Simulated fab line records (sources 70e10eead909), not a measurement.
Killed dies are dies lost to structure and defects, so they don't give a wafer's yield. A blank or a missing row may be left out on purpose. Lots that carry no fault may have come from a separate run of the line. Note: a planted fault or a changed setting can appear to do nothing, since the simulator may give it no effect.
Which tool did it?    flow nand-harc    39 wafers from 13 lots sampled at 5 of the route's 1159 steps

== WHAT THE GAUGES SHOWED, per wafer ==
NHARC_P_ZERO_WELL_CD_MEAS_37: target cd 720 nm. Usual: cd-nm at 718.8 nm, with a standard deviation of 2.
lot   measured     on         cd-nm (nm)         flag
L973  day 1 16:15  cd-sem-02  720.4 721.8 722.9  
L974  day 1 22:13  cd-sem-03  719.3 718.0 719.0  
L976  day 2 10:16  cd-sem-03  720.2 717.9 717.0  
L977  day 2 16:18  cd-sem-03  719.0 718.3 719.2  
L981  day 3 16:17  cd-sem-03  718.5 718.1 716.1  
L983  day 4 04:09  cd-sem-01  716.6 718.1 718.7  
L988  day 5 10:08  cd-sem-01  721.4 718.7 719.8  
L989  day 5 15:54  cd-sem-01  722.1 717.9 721.0  
L991  day 6 03:54  cd-sem-03  715.8 716.4 719.2  
L993  day 6 15:59  cd-sem-01  713.8 714.2 716.1  
L994  day 6 22:10  cd-sem-01  719.6 718.0 715.3  
L995  day 7 04:10  cd-sem-01  721.1 717.0 716.4  
L996  day 7 09:59  cd-sem-02  719.6 719.9 720.3  

NHARC_P_STI_OCD_MEAS_17. Usual: trench-depth-nm 300 nm, standard deviation 6.2; trench-foot-cd-nm 158 nm, standard deviation 3.6.
lot   measured     on      trench-depth-nm (nm)  trench-foot-cd-nm (nm)  flag
L973  day 2 14:19  ocd-01  294 307 301           153 154 158             
L974  day 2 14:16  ocd-02  292 298 300           160 162 161             
L976  day 3 02:51  ocd-02  299 299 295           162 158 155             
L977  day 3 11:51  ocd-02  299 303 293           158 155 161             
L981  day 4 13:35  ocd-02  292 300 298           159 159 161             
L983  day 4 23:34  ocd-02  305 310 306           154 153 159             
L988  day 6 06:47  ocd-01  290 298 298           154 154 157             
L989  day 6 14:52  ocd-02  294 299 300           158 158 154             
L991  day 7 01:38  ocd-02  292 296 296           156 160 158             
L993  day 7 14:15  ocd-01  302 291 303           164 156 158             
L994  day 7 14:24  ocd-02  302 307 302           153 163 155             
L995  day 8 02:08  ocd-01  306 291 302           153 159 154             
L996  day 8 02:05  ocd-02  303 304 304           160 164 162             

NHARC_END_SORT_01. Usual: killed-at-array 31, standard deviation 11; killed-at-other 0.5, standard deviation 0.78; killed-at-periphery 3.0, standard deviation 2; killed-dies 34, standard deviation 12; killed-open 3.2, standard deviation 2; killed-short 1.9, standard deviation 1.6.
lot   measured      on         killed-at-array  killed-at-other  killed-at-periphery  killed-dies  killed-open  killed-short  flag
L991  day 23 21:27  prober-01  27 33 37         0 1 0            2 3 2                29 37 39     2 3 5        3 3 1         
L994  day 24 18:47  prober-01  50 45 55         1 0 1            7 3 7                58 48 63     2 1 7        1 2 2         
L995  day 24 12:58  prober-02  36 31 27         1 0 2            1 1 4                38 32 33     2 1 1        1 0 1         

== EACH LOT AND THE TOOL THAT RAN IT (in order: tool; ch and the chambers of the sampled wafers; start) ==
lot   NHARC_P_STI_CMP_21            NHARC_P_GATE_ETCH_104
L973  cmp-03 ch 1,2,3, day 3 08:24  rie-diel-04 ch 0,1,3, day 4 15:49
L974  cmp-02 ch 0,1,2, day 3 08:19  rie-diel-03 ch 0,1,3, day 4 15:22
L976  cmp-03 ch 1,2,3, day 3 23:09  rie-diel-03 ch 0,3, day 5 05:58
L977  cmp-03 ch 0,2, day 4 07:46    rie-diel-01 ch 0,1,3, day 5 14:56
L981  cmp-03 ch 0,1,3, day 5 06:06  rie-diel-04 ch 1,2, day 6 20:46
L983  cmp-03 ch 0,2,3, day 5 22:14  rie-diel-03 ch 0,1,3, day 7 12:04
L988  cmp-02 ch 2,3, day 7 04:07    rie-diel-03 ch 1,2,3, day 8 16:26
L989  cmp-04 ch 0,1,2, day 7 11:37  rie-diel-03 ch 1,3, day 8 20:52
L991  cmp-04 ch 0,1, day 7 22:31    rie-diel-03 ch 2,3, day 9 06:32
L993  cmp-02 ch 0,2,3, day 8 11:32  rie-diel-03 ch 0,3, day 9 20:59
L994  cmp-03 ch 1,2,3, day 8 11:29  rie-diel-01 ch 1,2,3, day 9 20:21
L995  cmp-04 ch 0,2,3, day 9 02:18  rie-diel-01 ch 0,3, day 10 12:10
L996  cmp-02 ch 0,1,3, day 9 02:16  rie-diel-01 ch 0,1,3, day 10 10:07
- NHARC_P_STI_CMP_21: polishes, t overpolish 20 s, target thk 380.67 nm.
- NHARC_P_GATE_ETCH_104: etches the open film in CF4/CHF3, target depth 60 nm.

== AS READ BY THE TOOLS THEMSELVES (means over the sampled wafers that have a number; for cases with no such wafer, the mark the record gives instead) ==
NHARC_P_STI_CMP_21. Usual: motor-current-A 12.5 A, standard deviation 0.88; overpolish-run-s 20.000 s, standard deviation 0.009; slurry-flow-ml-min 150.0, standard deviation 0.45.
lot   tool    motor-current-A (A)  overpolish-run-s (s)  slurry-flow-ml-min  flag
L973  cmp-03  12.7                 20.001                149.9               
L974  cmp-02  12.1                 19.996                150.2               
L976  cmp-03  12.8                 20.014                150.3               
L977  cmp-03  12.2                 20.000                150.4               
L981  cmp-03  12.6                 72.982                150.1               OFF
L983  cmp-03  12.6                 72.984                150.1               OFF
L988  cmp-02  12.3                 20.003                150.0               
L989  cmp-04  12.7                 20.000                149.4               
L991  cmp-04  13.2                 19.994                150.0               
L993  cmp-02  11.7                 20.003                149.7               
L994  cmp-03  12.6                 20.009                149.8               
L995  cmp-04  12.8                 20.001                150.0               
L996  cmp-02  12.0                 19.993                149.9               

NHARC_P_GATE_ETCH_104. Usual: drypump-motor-current-A 5.6 A, standard deviation 0.41; oes-product-au 0.941 a.u., standard deviation 0.02; rf-vpp-V 370.3 V, standard deviation 2.4; showerhead-plenum-p-Torr 1.56 Torr, standard deviation 0.068; throttle-valve-pct 16.802 %, standard deviation 0.0094.
lot   tool         drypump-motor-current-A (A)  oes-product-au (a.u.)  rf-vpp-V (V)  showerhead-plenum-p-Torr (Torr)  throttle-valve-pct (%)  flag
L973  rie-diel-04  5.5                          0.945                  372.7         1.63                             16.809                  
L974  rie-diel-03  5.4                          0.953                  369.6         1.56                             16.792                  
L976  rie-diel-03  5.4                          0.946                  369.4         1.54                             16.808                  
L977  rie-diel-01  5.4                          0.949                  368.0         1.53                             16.810                  
L981  rie-diel-04  5.8                          0.949                  371.9         1.59                             16.794                  
L983  rie-diel-03  5.4                          0.913                  370.3         1.56                             16.806                  
L988  rie-diel-03  5.8                          0.934                  369.2         1.53                             16.801                  
L989  rie-diel-03  5.6                          0.915                  369.2         1.54                             16.789                  
L991  rie-diel-03  6.1                          0.947                  367.5         1.48                             16.801                  
L993  rie-diel-03  5.6                          0.945                  369.8         1.51                             16.801                  
L994  rie-diel-01  5.5                          0.970                  371.8         1.60                             16.805                  
L995  rie-diel-01  5.3                          0.943                  369.7         1.53                             16.802                  
L996  rie-diel-01  5.4                          0.970                  370.8         1.60                             16.810                  

== THE ANSWER, worked out from the rows above alone ==
Rule: lot off if the mean of its wafers having a number is beyond 3 standard deviations from the usual mean. A lot without any number at a reading at which 4 lots or more have one is off too. All remaining lots with rows at the step are treated as sound. The gauges are gone through in route order, then the tools' own readings, and for those a lot's mean is taken as printed above. At the first step where some lot is off, the reading lying furthest off is the one used; lots without a number count as furthest.
Off: L981, L983, at NHARC_P_STI_CMP_21 (overpolish-run-s).
If a tool, at that step or one of the process steps before it, ran each lot that is off and ran no sound lot following the first of them, it fits. Not one of the candidates tried fits.

== WHAT THE SIMULATOR PUT IN ==
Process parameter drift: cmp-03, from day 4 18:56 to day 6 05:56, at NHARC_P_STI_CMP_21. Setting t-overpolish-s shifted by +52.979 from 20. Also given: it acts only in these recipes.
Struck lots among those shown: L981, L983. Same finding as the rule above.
